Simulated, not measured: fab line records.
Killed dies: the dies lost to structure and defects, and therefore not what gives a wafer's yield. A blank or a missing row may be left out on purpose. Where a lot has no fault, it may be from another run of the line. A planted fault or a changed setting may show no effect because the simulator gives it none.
Which of the tools did it? || flow n5_finfet || Sampling: 10 lots, 30 wafers, 5 of 1938 route steps

## WHAT THE GAUGES SHOWED, per wafer
N5_STI_FIN_REVEAL_INSPECT_13: inspects for defects (darkfield). Usual: raw_defect_count reads 12 (standard deviation 5.6).
{"lot": "L953", "measured": "day 3 00:51", "on": "defect_inspect-02", "raw_defect_count": "6 11 17", "flag": ""}
{"lot": "L954", "measured": "day 3 08:22", "on": "defect_inspect-02", "raw_defect_count": "3 19 9", "flag": ""}
{"lot": "L956", "measured": "day 3 19:39", "on": "defect_inspect-02", "raw_defect_count": "10 5 9", "flag": ""}
{"lot": "L957", "measured": "day 4 01:54", "on": "defect_inspect-01", "raw_defect_count": "12 10 13", "flag": ""}
{"lot": "L958", "measured": "day 4 07:07", "on": "defect_inspect-02", "raw_defect_count": "11 22 27", "flag": ""}
{"lot": "L963", "measured": "day 5 16:17", "on": "defect_inspect-01", "raw_defect_count": "7 15 14", "flag": ""}
{"lot": "L964", "measured": "day 5 21:23", "on": "defect_inspect-01", "raw_defect_count": "22 11 21", "flag": ""}
{"lot": "L967", "measured": "day 6 13:42", "on": "defect_inspect-02", "raw_defect_count": "19 7 19", "flag": ""}
{"lot": "L968", "measured": "day 6 20:05", "on": "defect_inspect-01", "raw_defect_count": "13 11 17", "flag": ""}
{"lot": "L969", "measured": "day 7 01:28", "on": "defect_inspect-02", "raw_defect_count": "11 21 12", "flag": ""}

N5_BEOL_M4_RC_MEAS_101. Usual: DIBL_N 36.3 mV/V, standard deviation 1.1; DIBL_P 36.3 mV/V, standard deviation 1.4; IOFF_N 0.155 nA/um, standard deviation 0.019; IOFF_P 0.211 nA/um, standard deviation 0.027; ION_N 672 uA/um, standard deviation 8.5; ION_P 462 uA/um, standard deviation 5.8; SS_N 71.5 mV/dec, standard deviation 0.56; SS_P 73.3 mV/dec, standard deviation 0.52; VT_N 249.9 mV, standard deviation 2.5; VT_P -249.8 mV, standard deviation 2.8.
{"lot": "L953", "measured": "day 10 12:52", "on": "prober-01", "DIBL_N (mV/V)": "35.6 34.9 35.7", "DIBL_P (mV/V)": "36.9 35.4 35.9", "IOFF_N (nA/um)": "0.152 0.134 0.153", "IOFF_P (nA/um)": "0.178 0.170 0.178", "ION_N (uA/um)": "669 670 671", "ION_P (uA/um)": "451 456 455", "SS_N (mV/dec)": "71.1 71.3 72.0", "SS_P (mV/dec)": "73.6 73.3 73.3", "VT_N (mV)": "248.7 249.2 251.5", "VT_P (mV)": "-253.7 -252.4 -253.4", "flag": ""}
{"lot": "L954", "measured": "day 10 03:50", "on": "prober-01", "DIBL_N (mV/V)": "35.0 35.6 36.1", "DIBL_P (mV/V)": "36.1 37.4 37.8", "IOFF_N (nA/um)": "0.126 0.148 0.149", "IOFF_P (nA/um)": "0.198 0.235 0.227", "ION_N (uA/um)": "669 679 668", "ION_P (uA/um)": "459 473 458", "SS_N (mV/dec)": "70.9 71.3 71.5", "SS_P (mV/dec)": "72.1 73.1 72.3", "VT_N (mV)": "255.9 248.9 251.6", "VT_P (mV)": "-249.1 -247.1 -248.8", "flag": ""}
{"lot": "L956", "measured": "day 11 10:13", "on": "prober-01", "DIBL_N (mV/V)": "36.3 34.8 36.3", "DIBL_P (mV/V)": "36.4 33.7 35.6", "IOFF_N (nA/um)": "0.166 0.135 0.171", "IOFF_P (nA/um)": "0.199 0.167 0.199", "ION_N (uA/um)": "684 677 691", "ION_P (uA/um)": "462 463 465", "SS_N (mV/dec)": "71.2 71.3 71.8", "SS_P (mV/dec)": "73.6 72.6 73.6", "VT_N (mV)": "248.7 252.9 248.2", "VT_P (mV)": "-252.6 -251.8 -250.2", "flag": ""}
{"lot": "L957", "measured": "day 11 17:12", "on": "prober-01", "DIBL_N (mV/V)": "38.0 37.0 37.8", "DIBL_P (mV/V)": "36.8 36.1 36.5", "IOFF_N (nA/um)": "0.165 0.151 0.166", "IOFF_P (nA/um)": "0.207 0.196 0.200", "ION_N (uA/um)": "667 676 680", "ION_P (uA/um)": "454 456 455", "SS_N (mV/dec)": "71.7 70.8 71.3", "SS_P (mV/dec)": "73.4 72.4 73.5", "VT_N (mV)": "248.1 249.1 249.3", "VT_P (mV)": "-253.2 -252.9 -253.1", "flag": ""}
{"lot": "L958", "measured": "day 13 01:34", "on": "prober-02", "DIBL_N (mV/V)": "36.7 37.7 36.1", "DIBL_P (mV/V)": "37.0 37.7 34.9", "IOFF_N (nA/um)": "0.177 0.182 0.156", "IOFF_P (nA/um)": "0.217 0.223 0.183", "ION_N (uA/um)": "689 677 670", "ION_P (uA/um)": "466 459 456", "SS_N (mV/dec)": "71.6 72.3 71.0", "SS_P (mV/dec)": "74.0 73.2 73.2", "VT_N (mV)": "250.4 245.9 249.7", "VT_P (mV)": "-248.3 -247.1 -251.6", "flag": ""}
{"lot": "L963", "measured": "day 14 23:47", "on": "prober-01", "DIBL_N (mV/V)": "34.7 36.8 35.3", "DIBL_P (mV/V)": "33.6 35.7 34.6", "IOFF_N (nA/um)": "0.137 0.175 0.146", "IOFF_P (nA/um)": "0.184 0.211 0.197", "ION_N (uA/um)": "666 667 665", "ION_P (uA/um)": "458 453 458", "SS_N (mV/dec)": "70.4 71.2 70.7", "SS_P (mV/dec)": "72.8 73.8 73.1", "VT_N (mV)": "250.3 248.7 248.0", "VT_P (mV)": "-251.3 -250.6 -250.7", "flag": ""}
{"lot": "L964", "measured": "day 15 10:38", "on": "prober-01", "DIBL_N (mV/V)": "36.8 34.9 37.2", "DIBL_P (mV/V)": "37.0 35.0 37.4", "IOFF_N (nA/um)": "0.144 0.116 0.153", "IOFF_P (nA/um)": "0.238 0.204 0.250", "ION_N (uA/um)": "663 650 665", "ION_P (uA/um)": "460 455 460", "SS_N (mV/dec)": "72.3 71.6 72.1", "SS_P (mV/dec)": "73.7 72.6 73.7", "VT_N (mV)": "251.8 257.1 251.9", "VT_P (mV)": "-247.6 -250.4 -248.8", "flag": ""}
{"lot": "L967", "measured": "day 15 15:35", "on": "prober-01", "DIBL_N (mV/V)": "35.4 35.7 34.8", "DIBL_P (mV/V)": "36.2 37.6 35.6", "IOFF_N (nA/um)": "0.143 0.146 0.134", "IOFF_P (nA/um)": "0.196 0.219 0.186", "ION_N (uA/um)": "665 669 658", "ION_P (uA/um)": "461 463 454", "SS_N (mV/dec)": "71.9 71.4 72.3", "SS_P (mV/dec)": "73.2 73.5 73.0", "VT_N (mV)": "253.8 252.3 252.1", "VT_P (mV)": "-252.5 -248.9 -251.9", "flag": ""}
{"lot": "L968", "measured": "day 16 16:17", "on": "prober-01", "DIBL_N (mV/V)": "36.6 37.0 36.0", "DIBL_P (mV/V)": "36.9 36.9 36.1", "IOFF_N (nA/um)": "0.173 0.183 0.162", "IOFF_P (nA/um)": "0.231 0.236 0.226", "ION_N (uA/um)": "688 689 691", "ION_P (uA/um)": "470 471 472", "SS_N (mV/dec)": "72.0 71.7 72.0", "SS_P (mV/dec)": "73.8 74.2 73.9", "VT_N (mV)": "246.9 243.4 247.4", "VT_P (mV)": "-248.7 -246.6 -246.7", "flag": ""}
{"lot": "L969", "measured": "day 17 01:21", "on": "prober-02", "DIBL_N (mV/V)": "38.6 37.8 37.2", "DIBL_P (mV/V)": "37.7 36.1 36.0", "IOFF_N (nA/um)": "0.181 0.158 0.153", "IOFF_P (nA/um)": "0.241 0.211 0.209", "ION_N (uA/um)": "678 681 670", "ION_P (uA/um)": "462 466 458", "SS_N (mV/dec)": "71.3 71.6 71.5", "SS_P (mV/dec)": "74.0 73.2 73.7", "VT_N (mV)": "245.7 252.3 250.3", "VT_P (mV)": "-248.1 -249.4 -249.3", "flag": ""}

## WHICH TOOL RAN EACH LOT (tool, then ch and the chambers of the sampled wafers, then the start)
{"lot": "L953", "N5_STI_FIN_REVEAL_OXIDATION_31": "plasma_asher-02 ch 0,1, day 3 00:13", "N5_DUMMY_GATE_COAT_09": "litho_track-05 ch 0, day 3 09:04", "N5_DUMMY_GATE_STRIP_40": "rie_diel-01 ch 0,3, day 3 10:01"}
{"lot": "L954", "N5_STI_FIN_REVEAL_OXIDATION_31": "plasma_asher-01 ch 0,1, day 3 07:44", "N5_DUMMY_GATE_COAT_09": "litho_track-05 ch 0, day 3 16:37", "N5_DUMMY_GATE_STRIP_40": "rie_diel-01 ch 1,3, day 3 17:47"}
{"lot": "L956", "N5_STI_FIN_REVEAL_OXIDATION_31": "plasma_asher-01 ch 0,1, day 3 19:01", "N5_DUMMY_GATE_COAT_09": "litho_track-02 ch 0, day 4 03:53", "N5_DUMMY_GATE_STRIP_40": "rie_diel-06 ch 0,1,3, day 4 04:41"}
{"lot": "L957", "N5_STI_FIN_REVEAL_OXIDATION_31": "plasma_asher-01 ch 0,1, day 4 01:17", "N5_DUMMY_GATE_COAT_09": "litho_track-04 ch 0, day 4 10:08", "N5_DUMMY_GATE_STRIP_40": "rie_diel-01 ch 0,1,2, day 4 10:58"}
{"lot": "L958", "N5_STI_FIN_REVEAL_OXIDATION_31": "plasma_asher-02 ch 0,1, day 4 06:29", "N5_DUMMY_GATE_COAT_09": "litho_track-04 ch 0, day 4 16:10", "N5_DUMMY_GATE_STRIP_40": "rie_diel-01 ch 1,2, day 4 17:05"}
{"lot": "L963", "N5_STI_FIN_REVEAL_OXIDATION_31": "plasma_asher-01 ch 0,1, day 5 15:40", "N5_DUMMY_GATE_COAT_09": "litho_track-04 ch 0, day 6 00:30", "N5_DUMMY_GATE_STRIP_40": "rie_diel-03 ch 2,3, day 6 01:13"}
{"lot": "L964", "N5_STI_FIN_REVEAL_OXIDATION_31": "plasma_asher-02 ch 0,1, day 5 20:41", "N5_DUMMY_GATE_COAT_09": "litho_track-04 ch 0, day 6 05:35", "N5_DUMMY_GATE_STRIP_40": "rie_diel-01 ch 0,1,2, day 6 06:53"}
{"lot": "L967", "N5_STI_FIN_REVEAL_OXIDATION_31": "plasma_asher-02 ch 0,1, day 6 13:05", "N5_DUMMY_GATE_COAT_09": "litho_track-05 ch 0, day 6 21:56", "N5_DUMMY_GATE_STRIP_40": "rie_diel-03 ch 0,1, day 6 22:38"}
{"lot": "L968", "N5_STI_FIN_REVEAL_OXIDATION_31": "plasma_asher-02 ch 0,1, day 6 19:22", "N5_DUMMY_GATE_COAT_09": "litho_track-05 ch 0, day 7 04:18", "N5_DUMMY_GATE_STRIP_40": "rie_diel-03 ch 0,1,2, day 7 05:19"}
{"lot": "L969", "N5_STI_FIN_REVEAL_OXIDATION_31": "plasma_asher-02 ch 0,1, day 7 00:50", "N5_DUMMY_GATE_COAT_09": "litho_track-05 ch 0, day 7 09:41", "N5_DUMMY_GATE_STRIP_40": "rie_diel-03 ch 0,1,3, day 7 10:32"}
- N5_STI_FIN_REVEAL_OXIDATION_31: chemistry O2 PLASMA REMOTE, time 20 s.
- N5_DUMMY_GATE_COAT_09: resist thk 30 nm.
- N5_DUMMY_GATE_STRIP_40: strips in CF4.

## AS READ BY THE TOOLS THEMSELVES (means over the sampled wafers that have a number; for cases with no such wafer, the mark the record gives instead)
N5_STI_FIN_REVEAL_OXIDATION_31. Usual: drypump_motor_current_A 5.9 A, standard deviation 0.64; heater_power_w 134 W, standard deviation 6.5.
{"lot": "L953", "tool": "plasma_asher-02", "drypump_motor_current_A (A)": 6.1, "heater_power_w (W)": 139, "flag": ""}
{"lot": "L954", "tool": "plasma_asher-01", "drypump_motor_current_A (A)": 6.0, "heater_power_w (W)": 124, "flag": ""}
{"lot": "L956", "tool": "plasma_asher-01", "drypump_motor_current_A (A)": 6.0, "heater_power_w (W)": 127, "flag": ""}
{"lot": "L957", "tool": "plasma_asher-01", "drypump_motor_current_A (A)": 6.0, "heater_power_w (W)": 126, "flag": ""}
{"lot": "L958", "tool": "plasma_asher-02", "drypump_motor_current_A (A)": 6.1, "heater_power_w (W)": 136, "flag": ""}
{"lot": "L963", "tool": "plasma_asher-01", "drypump_motor_current_A (A)": 6.0, "heater_power_w (W)": 126, "flag": ""}
{"lot": "L964", "tool": "plasma_asher-02", "drypump_motor_current_A (A)": 6.1, "heater_power_w (W)": 139, "flag": ""}
{"lot": "L967", "tool": "plasma_asher-02", "drypump_motor_current_A (A)": 6.1, "heater_power_w (W)": 141, "flag": ""}
{"lot": "L968", "tool": "plasma_asher-02", "drypump_motor_current_A (A)": 6.1, "heater_power_w (W)": 136, "flag": ""}
{"lot": "L969", "tool": "plasma_asher-02", "drypump_motor_current_A (A)": 6.1, "heater_power_w (W)": 137, "flag": ""}

N5_DUMMY_GATE_COAT_09. Usual: spin_speed_rpm reads 1500.0 rpm (standard deviation 0.85).
{"lot": "L953", "tool": "litho_track-05", "spin_speed_rpm (rpm)": 1499.3, "flag": ""}
{"lot": "L954", "tool": "litho_track-05", "spin_speed_rpm (rpm)": 1500.1, "flag": ""}
{"lot": "L956", "tool": "litho_track-02", "spin_speed_rpm (rpm)": 1499.6, "flag": ""}
{"lot": "L957", "tool": "litho_track-04", "spin_speed_rpm (rpm)": 1501.0, "flag": ""}
{"lot": "L958", "tool": "litho_track-04", "spin_speed_rpm (rpm)": 1500.9, "flag": ""}
{"lot": "L963", "tool": "litho_track-04", "spin_speed_rpm (rpm)": 1499.8, "flag": ""}
{"lot": "L964", "tool": "litho_track-04", "spin_speed_rpm (rpm)": 1500.4, "flag": ""}
{"lot": "L967", "tool": "litho_track-05", "spin_speed_rpm (rpm)": 1500.0, "flag": ""}
{"lot": "L968", "tool": "litho_track-05", "spin_speed_rpm (rpm)": 1722.4, "flag": "OFF"}
{"lot": "L969", "tool": "litho_track-05", "spin_speed_rpm (rpm)": 1723.3, "flag": "OFF"}

N5_DUMMY_GATE_STRIP_40. Usual: drypump_motor_current_A 5.8 A, standard deviation 0.36; oes_product_au 0.80 a.u., standard deviation 0.083; rf_vpp_V 271.0 V, standard deviation 1.4; showerhead_plenum_p_Torr 1.79 Torr, standard deviation 0.051; throttle_valve_pct 13.56 %, standard deviation 0.19.
{"lot": "L953", "tool": "rie_diel-01", "drypump_motor_current_A (A)": 5.6, "oes_product_au (a.u.)": 0.70, "rf_vpp_V (V)": 270.8, "showerhead_plenum_p_Torr (Torr)": 1.79, "throttle_valve_pct (%)": 13.89, "flag": ""}
{"lot": "L954", "tool": "rie_diel-01", "drypump_motor_current_A (A)": 5.9, "oes_product_au (a.u.)": 0.71, "rf_vpp_V (V)": 270.7, "showerhead_plenum_p_Torr (Torr)": 1.80, "throttle_valve_pct (%)": 13.83, "flag": ""}
{"lot": "L956", "tool": "rie_diel-06", "drypump_motor_current_A (A)": 6.2, "oes_product_au (a.u.)": 0.72, "rf_vpp_V (V)": 271.0, "showerhead_plenum_p_Torr (Torr)": 1.79, "throttle_valve_pct (%)": 13.66, "flag": ""}
{"lot": "L957", "tool": "rie_diel-01", "drypump_motor_current_A (A)": 5.6, "oes_product_au (a.u.)": 0.76, "rf_vpp_V (V)": 269.9, "showerhead_plenum_p_Torr (Torr)": 1.77, "throttle_valve_pct (%)": 13.81, "flag": ""}
{"lot": "L958", "tool": "rie_diel-01", "drypump_motor_current_A (A)": 5.6, "oes_product_au (a.u.)": 0.77, "rf_vpp_V (V)": 270.3, "showerhead_plenum_p_Torr (Torr)": 1.75, "throttle_valve_pct (%)": 13.78, "flag": ""}
{"lot": "L963", "tool": "rie_diel-03", "drypump_motor_current_A (A)": 6.0, "oes_product_au (a.u.)": 0.85, "rf_vpp_V (V)": 271.9, "showerhead_plenum_p_Torr (Torr)": 1.80, "throttle_valve_pct (%)": 13.39, "flag": ""}
{"lot": "L964", "tool": "rie_diel-01", "drypump_motor_current_A (A)": 5.6, "oes_product_au (a.u.)": 0.74, "rf_vpp_V (V)": 270.2, "showerhead_plenum_p_Torr (Torr)": 1.77, "throttle_valve_pct (%)": 13.85, "flag": ""}
{"lot": "L967", "tool": "rie_diel-03", "drypump_motor_current_A (A)": 5.7, "oes_product_au (a.u.)": 0.82, "rf_vpp_V (V)": 271.5, "showerhead_plenum_p_Torr (Torr)": 1.79, "throttle_valve_pct (%)": 13.53, "flag": ""}
{"lot": "L968", "tool": "rie_diel-03", "drypump_motor_current_A (A)": 5.7, "oes_product_au (a.u.)": 0.81, "rf_vpp_V (V)": 271.7, "showerhead_plenum_p_Torr (Torr)": 1.81, "throttle_valve_pct (%)": 13.51, "flag": ""}
{"lot": "L969", "tool": "rie_diel-03", "drypump_motor_current_A (A)": 5.8, "oes_product_au (a.u.)": 0.80, "rf_vpp_V (V)": 270.6, "showerhead_plenum_p_Torr (Torr)": 1.78, "throttle_valve_pct (%)": 13.49, "flag": ""}

## THE ANSWER, worked out from the rows above alone
Rule: lot off if the mean of its wafers having a number is beyond 3 standard deviations from the usual mean. A lot without any number at a reading at which 4 lots or more have one is off too. Where the step has rows for the other lots, those lots are counted as sound. First the gauges in route order, then the tools' own readings, where a lot's mean is used as printed above. The first step at which some lot is off is used, and at that step the reading that is off furthest; a lot without a number counts as furthest.
Off: L968, L969 (N5_DUMMY_GATE_COAT_09, spin_speed_rpm).
If a tool, at that step or one of the process steps before it, ran each lot that is off and ran no sound lot following the first of them, it fits. Undecided on this evidence; 2 tools fit (plasma_asher-02 at N5_STI_FIN_REVEAL_OXIDATION_31, litho_track-05 at N5_DUMMY_GATE_COAT_09).

## WHAT THE SIMULATOR PUT IN
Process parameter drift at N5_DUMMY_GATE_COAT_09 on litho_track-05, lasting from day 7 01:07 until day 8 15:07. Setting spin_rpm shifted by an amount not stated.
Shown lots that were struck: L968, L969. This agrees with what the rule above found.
